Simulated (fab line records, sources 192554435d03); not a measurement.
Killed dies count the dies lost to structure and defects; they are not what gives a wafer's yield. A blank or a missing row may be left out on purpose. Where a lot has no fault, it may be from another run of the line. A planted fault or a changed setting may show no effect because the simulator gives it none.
fab line records	flow n5Finfet	part 1 of 2: steps 1 to 4 of 6
record lots=22	wafers=66	lastDay=22
route steps=1938 shown BEOL_M0_SAQP@656 BEOL_M0_CUTY@710 BEOL_M0@718
lots that met no fault: taken from a fault-free run of the same line
startH: the number of hours between the record's first day and the start of the first shown wafer of the lot	waitH: hours since the lot's step before	" identical to the entry in the row above	L1.1+2: one row covering several wafers at once	- either no value or no given start	* or withheld: withheld	< > ~ a bound
route shown NAME@n: NAME is a module with steps in the file, n the number in the route of the first one	usual: average and standard deviation across the fault-free wafers	same: alike in all rows	chamber/n: place in a boat	sites: per-site readings	_std_site: the values' standard deviation	_edge_site: the outer-site mean with the inner-site mean subtracted	radiusMm: for every site, how far away it sits from the centre of the wafer	mask NAME#n: copy n	behind: the most recent tool/chamber to have shaped the wafer	hold: cause of the lot's hold/its duration in hours/its outcome	device: which transistor (n, p or np) failed to switch	end of line: tests of these same wafers at the route's end	a step with no rows: only its recipe	killed: dies lost to structure and defects at the first sort, not the wafer's yield	map: per-die view of a wafer (x killed, . not killed, _ where there is no die)
set.NAME: the run value of the setting; set.NAME@STEP: its run value at that earlier step	model.NAME: the simulator's own value behind a step, which no gauge read
a sample of lots followed through the steps of the route, with each step as a table and each wafer as a row
services: the hour from which a tool's chamber was out of use, counted from the record's first day as startH (under 0 if before that day), plus the number of hours and why
## steps
# step N5_BEOL_M0_SAQP_HM_OPEN_112
# recipe chemistry=CHF3/O2	target=SiO2	stopOn=a-Si	targetDepthA=120	overEtchFrac=1.25	maskMaterial=SOC	timeS=13.5	pressureMtorr=30	sourceW=650	biasW=170	Ar_flow_sccm=200	CHF3_flow_sccm=50	O2_flow_sccm=5	ionEnergyEv=200	ends=endPoint
# usual drypumpMotorCurrentA=5.8/0.35	mfcArSccm=200.1/0.59	oesProductAu=0.54/0.05	rfVppV=522/6.1	showerheadPlenumPTorr=2.40/0.069	throttleValvePct=18.79/0.15
lot.wafer	tool	chamber	startH	waitH	drypumpMotorCurrentA	mfcArSccm	oesProductAu	rfHoursCounterH	rfVppV	showerheadPlenumPTorr	throttleValvePct
L074.1	rieDiel-01	1	110.60	0.0	5.6	199.2	0.47	212	517	2.29	19.07
L074.3	"	2	"	"	5.7	199.9	0.55	51	529	2.45	18.99
L074.5	"	3	"	"	6.1	200.3	0.63	-	513	2.46	18.59
L075.2	rieDiel-03	1	117.96	0.0	5.2	199.6	0.46	201	532	2.49	18.65
L075.4	"	3	"	"	6.2	200.1	0.55	75	518	2.34	18.58
L075.5	"	2	"	"	5.9	200.5	0.56	-	517	2.46	18.75
L076.4	rieDiel-03	2	122.83	0.0	5.9	200.2	0.58	34	517	2.46	18.76
L076.5	"	0	"	"	6.0	200.8	0.59	-	529	2.37	18.90
L076.6	"	3	"	"	6.2	200.1	0.53	-	518	2.34	18.60
L077.1	rieDiel-06	0	124.45	0.0	6.5	200.2	0.50	126	528	2.52	18.76
L077.4	"	3	"	"	5.8	201.2	0.46	-	516	2.29	18.68
L077.6	"	0	"	"	6.5	200.0	0.51	-	526	2.52	18.75
L078.4	rieDiel-01	1	129.66	0.0	5.6	200.5	0.48	-	520	2.29	19.08
L078.5	"	2	"	"	5.7	198.8	0.55	-	529	2.44	19.00
L078.6	"	3	"	"	6.1	200.5	0.62	-	515	2.46	18.60
L079.1	rieDiel-06	2	140.27	0.0	5.5	200.5	0.54	96	521	2.44	18.74
L079.3	"	0	"	"	6.5	199.9	0.52	133	527	2.51	18.78
L079.4	"	2	"	"	5.5	199.9	0.53	-	522	2.44	18.73
L080.3	rieDiel-03	2	144.14	0.0	5.9	199.9	0.56	42	518	2.46	18.77
L080.4	"	0	"	"	6.0	200.8	0.60	27	529	2.37	18.92
L080.5	"	3	"	"	6.1	200.2	0.55	-	516	2.34	18.62
L081.1	rieDiel-03	1	148.40	0.0	5.2	199.9	0.46	211	532	2.48	18.66
L081.2	"	0	"	"	6.0	200.2	0.58	28	527	2.37	18.90
L081.4	"	2	"	"	5.9	201.4	0.56	43	517	2.46	18.78
L082.1	rieDiel-01	3	156.19	0.0	6.1	200.6	0.60	20	513	2.46	18.63
L082.3	"	1	"	"	5.6	200.3	0.48	229	520	2.29	19.11
L082.6	"	0	"	"	5.4	199.9	0.62	-	519	2.37	18.78
L083.2	rieDiel-03	2	167.19	0.0	5.9	200.1	0.55	49	519	2.45	18.78
L083.3	"	1	"	"	5.2	200.2	0.46	216	530	2.48	18.68
L083.4	"	3	"	"	6.2	199.9	0.53	91	517	2.33	18.63
L084.4	rieDiel-03	3	171.03	0.0	6.2	200.4	0.54	92	518	2.33	18.63
L084.5	"	0	"	"	6.0	199.5	0.58	-	527	2.36	18.92
L084.6	"	1	"	"	5.2	199.6	0.46	-	532	2.48	18.67
L086.3	rieDiel-01	2	180.78	0.0	5.7	200.0	0.53	72	529	2.44	19.01
L086.5	"	0	"	"	5.4	199.4	0.61	-	518	2.37	18.79
L086.6	"	1	"	"	5.6	199.7	0.48	-	518	2.28	19.10
L087.2	rieDiel-06	0	188.32	0.0	6.5	199.9	0.50	147	527	2.51	18.80
L087.4	"	2	"	"	5.5	200.0	0.52	109	522	2.43	18.74
L087.6	"	0	"	"	6.5	199.8	0.49	-	527	2.51	18.81
L089.1	rieDiel-01	2	197.48	0.0	5.7	200.1	0.53	79	528	2.43	19.00
L089.2	"	1	"	"	5.6	200.0	0.46	242	519	2.28	19.13
L089.3	"	0	"	"	5.4	200.4	0.60	16	518	2.37	18.79
L090.3	rieDiel-06	2	204.37	0.0	5.5	201.0	0.51	114	522	2.43	18.76
L090.5	"	2	"	"	5.5	200.2	0.52	-	521	2.43	18.78
L090.6	"	1	"	"	6.3	199.8	0.61	-	513	2.37	18.86
L091.1	rieDiel-03	1	208.21	0.0	5.2	199.7	0.46	230	531	2.47	18.68
L091.2	"	3	"	"	6.2	199.6	0.52	103	516	2.33	18.65
L091.3	"	2	"	"	5.9	199.6	0.54	62	518	2.45	18.81
L092.1	rieDiel-01	2	216.95	0.0	5.7	199.5	0.53	84	528	2.43	19.03
L092.2	"	3	"	"	6.1	200.1	0.58	41	513	2.45	18.66
L092.5	"	3	"	"	6.0	200.2	0.58	-	514	2.45	18.64
L093.1	rieDiel-03	0	219.10	0.0	6.0	200.5	0.56	51	529	2.36	18.95
L093.4	"	1	"	"	5.2	200.4	0.46	234	532	2.47	18.71
L093.5	"	3	"	"	6.2	199.7	0.52	-	516	2.33	18.65
L094.1	rieDiel-06	1	223.70	0.0	6.3	200.0	0.60	25	513	2.37	18.87
L094.5	"	3	"	"	5.8	201.1	0.46	-	515	2.28	18.75
L094.6	"	2	"	"	5.5	201.9	0.51	-	521	2.43	18.79
L095.4	rieDiel-01	2	232.04	0.0	5.7	200.9	0.53	-	529	2.43	19.04
L095.5	"	0	"	"	5.4	200.0	0.59	-	519	2.37	18.81
L095.6	"	3	"	"	6.1	200.8	0.57	-	512	2.45	18.64
L096.3	rieDiel-03	3	240.29	0.0	6.2	199.6	0.52	113	516	2.33	18.66
L096.4	"	0	"	"	6.0	201.3	0.56	58	528	2.35	18.97
L096.6	"	3	"	"	6.2	199.3	0.52	-	517	2.32	18.67
L097.3	rieDiel-01	1	250.49	0.0	5.6	199.4	0.65	1	529	2.57	18.73
L097.4	"	2	"	"	5.7	199.7	0.52	93	528	2.43	19.07
L097.5	"	0	"	"	5.4	200.2	0.58	-	518	2.36	18.83
# step N5_BEOL_M0_SAQP_SPACER1_ETCHBACK_99
# recipe chemistry=CHF3/O2	mode=anisotropicEtchback	target=SiO2	targetDepthA=154	timeS=7.7	pressureMtorr=30	sourceW=650	biasW=170	Ar_flow_sccm=200	CHF3_flow_sccm=50	O2_flow_sccm=5	ionEnergyEv=200
# usual drypumpMotorCurrentA=5.8/0.37	mfcArSccm=199.9/0.63	oesProductAu=0.81/0.088	rfVppV=521/6.2	showerheadPlenumPTorr=2.40/0.071	throttleValvePct=18.88/0.16
lot.wafer	tool	chamber	startH	waitH	drypumpMotorCurrentA	mfcArSccm	oesProductAu	rfHoursCounterH	rfVppV	showerheadPlenumPTorr	throttleValvePct
L074.1	rieDiel-01	1	112.01	0.3	5.6	199.7	0.73	213	519	2.29	19.13
L074.3	"	2	"	"	5.7	199.4	0.85	51	528	2.44	19.04
L074.5	"	1	"	"	5.6	198.7	0.74	-	519	2.29	19.15
L075.2	rieDiel-03	2	119.36	0.5	5.9	200.0	0.87	34	517	2.46	18.83
L075.4	"	3	"	"	6.2	199.6	0.83	76	516	2.34	18.67
L075.5	"	2	"	"	5.9	199.6	0.87	-	518	2.46	18.83
L076.4	rieDiel-01	1	124.96	0.5	5.6	198.9	0.73	217	519	2.29	19.13
L076.5	"	1	"	"	5.6	199.9	0.72	-	518	2.29	19.14
L076.6	"	0	"	"	5.4	199.9	0.68	-	519	2.38	19.26
L077.1	rieDiel-03	3	126.56	1.2	6.2	200.0	0.84	78	518	2.34	18.68
L077.4	"	3	"	"	6.2	201.1	0.84	-	518	2.34	18.68
L077.6	"	2	"	"	5.9	199.8	0.86	-	517	2.46	18.82
L078.4	rieDiel-06	2	130.90	0.3	5.5	200.2	0.82	-	521	2.44	18.79
L078.5	"	3	"	"	5.8	198.9	0.70	-	517	2.29	18.76
L078.6	"	0	"	"	6.5	199.4	0.78	-	526	2.51	18.83
L079.1	rieDiel-06	0	141.44	0.3	6.5	201.0	0.77	133	526	2.51	18.84
L079.3	"	3	"	"	5.8	199.5	0.70	222	517	2.29	18.77
L079.4	"	2	"	"	5.5	198.5	0.82	96	523	2.44	18.80
L080.3	rieDiel-01	0	145.34	0.3	5.4	200.3	0.98	1	520	2.38	18.83
L080.4	"	2	"	"	5.7	198.9	0.84	63	530	2.44	19.06
L080.5	"	1	"	"	5.6	198.9	0.72	-	519	2.29	19.17
L081.1	rieDiel-03	2	149.75	0.3	5.9	198.8	0.85	44	518	2.46	18.85
L081.2	"	3	"	"	6.2	199.6	0.82	85	517	2.34	18.67
L081.4	"	0	"	"	6.0	199.7	0.90	29	529	2.37	19.00
L082.1	rieDiel-01	0	157.37	0.3	5.4	199.0	0.96	5	518	2.37	18.84
L082.3	"	3	"	"	6.1	200.3	0.93	20	512	2.46	18.66
L082.6	"	3	"	"	6.1	200.4	0.92	-	514	2.46	18.68
L083.2	rieDiel-01	2	168.46	0.3	5.7	200.1	0.82	68	531	2.44	19.09
L083.3	"	0	"	"	5.4	198.9	0.94	9	519	2.37	18.84
L083.4	"	3	"	"	6.1	200.1	0.92	24	515	2.45	18.66
L084.4	rieDiel-03	1	172.31	0.0	5.2	198.9	0.70	217	533	2.48	18.75
L084.5	"	1	"	"	5.2	199.6	0.70	-	531	2.48	18.73
L084.6	"	0	"	"	6.0	200.1	0.89	-	529	2.36	18.99
L086.3	rieDiel-06	1	181.98	0.3	6.3	200.1	0.94	12	512	2.37	18.93
L086.5	"	2	"	"	5.5	199.0	0.80	-	522	2.43	18.84
L086.6	"	1	"	"	6.3	199.9	0.95	-	514	2.37	18.92
L087.2	rieDiel-01	1	189.50	0.3	5.6	198.6	0.72	239	519	2.28	19.18
L087.4	"	0	"	"	5.4	201.0	0.92	15	519	2.37	18.85
L087.6	"	0	"	"	5.4	200.0	0.92	-	519	2.37	18.87
L089.1	rieDiel-06	0	199.07	0.3	6.5	200.2	0.76	151	529	2.51	18.86
L089.2	"	1	"	"	6.3	199.2	0.92	18	512	2.37	18.92
L089.3	"	3	"	"	5.8	199.8	0.68	237	516	2.28	18.79
L090.3	rieDiel-06	0	205.54	0.3	6.5	199.9	0.75	153	528	2.51	18.86
L090.5	"	0	"	"	6.5	199.4	0.75	-	527	2.50	18.87
L090.6	"	1	"	"	6.3	199.3	0.91	-	512	2.37	18.91
L091.1	rieDiel-03	2	210.80	0.3	5.9	199.7	0.83	62	516	2.45	18.87
L091.2	"	3	"	"	6.2	198.6	0.81	104	517	2.33	18.71
L091.3	"	1	"	"	5.2	201.1	0.71	231	531	2.47	18.75
L092.1	rieDiel-01	1	218.12	0.3	5.6	199.6	0.70	248	521	2.28	19.19
L092.2	"	0	"	"	5.4	198.7	0.90	22	519	2.37	18.87
L092.5	"	1	"	"	5.6	199.1	0.71	-	519	2.28	19.18
L093.1	rieDiel-03	0	220.43	0.3	6.0	199.7	0.86	51	528	2.36	19.02
L093.4	"	1	"	"	5.2	200.6	0.70	234	532	2.47	18.75
L093.5	"	0	"	"	6.0	200.5	0.85	-	530	2.36	19.03
L094.1	rieDiel-03	1	225.13	0.5	5.2	201.0	0.68	236	530	2.47	18.77
L094.5	"	2	"	"	5.9	200.6	0.83	-	517	2.45	18.87
L094.6	"	1	"	"	5.2	200.5	0.69	-	530	2.47	18.77
L095.4	rieDiel-01	3	233.22	0.3	6.1	199.6	0.89	-	512	2.45	18.70
L095.5	"	2	"	"	5.7	200.7	0.80	-	529	2.43	19.09
L095.6	"	0	"	"	5.4	200.2	0.90	-	518	2.37	18.88
L096.3	rieDiel-06	0	241.55	0.3	6.5	200.0	0.75	162	528	2.50	18.88
L096.4	"	2	"	"	5.5	200.3	0.79	124	522	2.43	18.86
L096.6	"	3	"	"	5.8	200.4	0.68	-	517	2.28	18.81
L097.3	rieDiel-03	1	251.79	0.4	5.2	200.8	0.69	242	530	2.47	18.77
L097.4	"	0	"	"	6.0	200.4	0.84	60	529	2.35	19.03
L097.5	"	3	"	"	6.2	200.5	0.79	-	516	2.32	18.73
# step N5_BEOL_M0_SAQP_SPACER2_ALD_26
# recipe material=SiO2	targetThkA=150	tempC=300	aldPrecursorFamily=BDEAS	aldCoReactant=O2-plasma	pulseTimeS=1	purgeTimeS=2	coReactantPurgeTimeS=2	pressureTorr=2
# usual heaterPowerW=463/55	precursorPulseHeightRel=0.999/0.02
# same coReactantPurgeTimeS=2
lot.wafer	tool	chamber	startH	waitH	heaterPowerW	precursorPulseHeightRel
L074.1	aldSin-03	1	113.21	0.1	405	1.034
L074.3	"	3	"	"	464	0.981
L074.5	"	0	"	"	445	0.956
L075.2	aldSin-01	2	120.57	0.1	533	1.003
L075.4	"	1	"	"	481	0.998
L075.5	"	0	"	"	395	0.988
L076.4	aldSin-01	1	126.29	0.1	474	0.978
L076.5	"	3	"	"	470	1.040
L076.6	"	2	"	"	541	1.017
L077.1	aldSin-01	3	127.77	0.1	467	1.013
L077.4	"	0	"	"	386	0.986
L077.6	"	3	"	"	476	0.995
L078.4	aldSin-02	1	133.16	0.9	464	1.007
L078.5	"	1	"	"	465	1.013
L078.6	"	0	"	"	438	0.987
L079.1	aldSin-03	0	142.65	0.1	455	1.000
L079.3	"	3	"	"	470	1.005
L079.4	"	2	"	"	603	1.015
L080.3	aldSin-01	1	146.58	0.1	478	1.016
L080.4	"	3	"	"	467	1.021
L080.5	"	2	"	"	542	0.997
L081.1	aldSin-03	1	150.96	0.1	422	1.018
L081.2	"	0	"	"	455	1.020
L081.4	"	2	"	"	606	0.966
L082.1	aldSin-02	1	158.66	0.1	466	1.028
L082.3	"	0	"	"	434	0.983
L082.6	"	2	"	"	454	1.018
L083.2	aldSin-03	1	169.67	0.1	419	0.987
L083.3	"	2	"	"	604	1.000
L083.4	"	3	"	"	466	0.986
L084.4	aldSin-03	0	173.51	0.1	450	0.996
L084.5	"	3	"	"	471	0.988
L084.6	"	0	"	"	446	1.017
L086.3	aldSin-01	3	183.91	0.8	464	1.022
L086.5	"	3	"	"	469	1.015
L086.6	"	2	"	"	555	0.986
L087.2	aldSin-02	3	190.87	0.1	415	0.988
L087.4	"	1	"	"	433	0.998
L087.6	"	0	"	"	422	1.010
L089.1	aldSin-02	2	200.37	0.1	456	0.994
L089.2	"	3	"	"	414	1.023
L089.3	"	1	"	"	427	0.999
L090.3	aldSin-01	3	206.74	0.1	475	1.000
L090.5	"	3	"	"	474	1.017
L090.6	"	2	"	"	565	0.989
L091.1	aldSin-01	0	212.93	0.7	398	1.018
L091.2	"	1	"	"	478	1.023
L091.3	"	2	"	"	569	0.985
L092.1	aldSin-03	0	219.41	0.1	451	1.006
L092.2	"	2	"	"	591	0.974
L092.5	"	3	"	"	455	1.032
L093.1	aldSin-03	2	221.92	0.1	599	1.007
L093.4	"	0	"	"	460	0.959
L093.5	"	3	"	"	473	1.030
L094.1	aldSin-02	3	226.43	0.2	413	0.978
L094.5	"	3	"	"	421	1.020
L094.6	"	2	"	"	456	0.980
L095.4	aldSin-02	3	234.39	0.1	420	0.987
L095.5	"	1	"	"	419	1.008
L095.6	"	0	"	"	427	0.978
L096.3	aldSin-02	2	243.29	0.6	456	1.002
L096.4	"	3	"	"	412	1.025
L096.6	"	1	"	"	426	1.012
L097.3	aldSin-02	0	253.32	0.1	435	1.007
L097.4	"	1	"	"	425	0.949
L097.5	"	0	"	"	439	0.999
# step N5_BEOL_M0_CUTY_INSPECT_59
# recipe mode=adi	inspectInstrument=macro
# usual rawDefectCount=2.1/1.4
lot.wafer	tool	chamber	startH	waitH	rawDefectCount
L074.1	defectInspect-01	-	116.30	0.0	2
L074.3	"	-	"	"	2
L074.5	"	-	"	"	3
L075.2	defectInspect-02	-	123.44	0.0	2
L075.4	"	-	"	"	1
L075.5	"	-	"	"	2
L076.4	defectInspect-01	-	129.37	0.0	3
L076.5	"	-	"	"	2
L076.6	"	-	"	"	2
L077.1	defectInspect-01	-	130.34	0.0	0
L077.4	"	-	"	"	0
L077.6	"	-	"	"	2
L078.4	defectInspect-02	-	135.92	0.0	4
L078.5	"	-	"	"	2
L078.6	"	-	"	"	4
L079.1	defectInspect-01	-	145.48	0.0	1
L079.3	"	-	"	"	1
L079.4	"	-	"	"	1
L080.3	defectInspect-02	-	149.11	0.0	1
L080.4	"	-	"	"	3
L080.5	"	-	"	"	1
L081.1	defectInspect-02	-	153.62	0.0	2
L081.2	"	-	"	"	1
L081.4	"	-	"	"	4
L082.1	defectInspect-02	-	161.46	0.0	1
L082.3	"	-	"	"	2
L082.6	"	-	"	"	2
L083.2	defectInspect-01	-	172.40	0.0	4
L083.3	"	-	"	"	2
L083.4	"	-	"	"	0
L084.4	defectInspect-01	-	176.29	0.0	2
L084.5	"	-	"	"	1
L084.6	"	-	"	"	1
L086.3	defectInspect-01	-	186.69	0.0	2
L086.5	"	-	"	"	1
L086.6	"	-	"	"	2
L087.2	defectInspect-01	-	193.88	0.0	5
L087.4	"	-	"	"	2
L087.6	"	-	"	"	3
L089.1	defectInspect-02	-	203.11	0.0	1
L089.2	"	-	"	"	4
L089.3	"	-	"	"	0
L090.3	defectInspect-02	-	209.45	0.0	1
L090.5	"	-	"	"	1
L090.6	"	-	"	"	1
L091.1	defectInspect-02	-	215.68	0.0	1
L091.2	"	-	"	"	2
L091.3	"	-	"	"	1
L092.1	defectInspect-02	-	221.83	0.0	4
L092.2	"	-	"	"	2
L092.5	"	-	"	"	0
L093.1	defectInspect-01	-	224.35	0.0	1
L093.4	"	-	"	"	0
L093.5	"	-	"	"	2
L094.1	defectInspect-01	-	229.15	0.0	4
L094.5	"	-	"	"	2
L094.6	"	-	"	"	0
L095.4	defectInspect-01	-	237.22	0.0	0
L095.5	"	-	"	"	3
L095.6	"	-	"	"	6
L096.3	defectInspect-01	-	245.83	0.0	2
L096.4	"	-	"	"	2
L096.6	"	-	"	"	1
L097.3	defectInspect-01	-	255.85	0.0	3
L097.4	"	-	"	"	1
L097.5	"	-	"	"	3
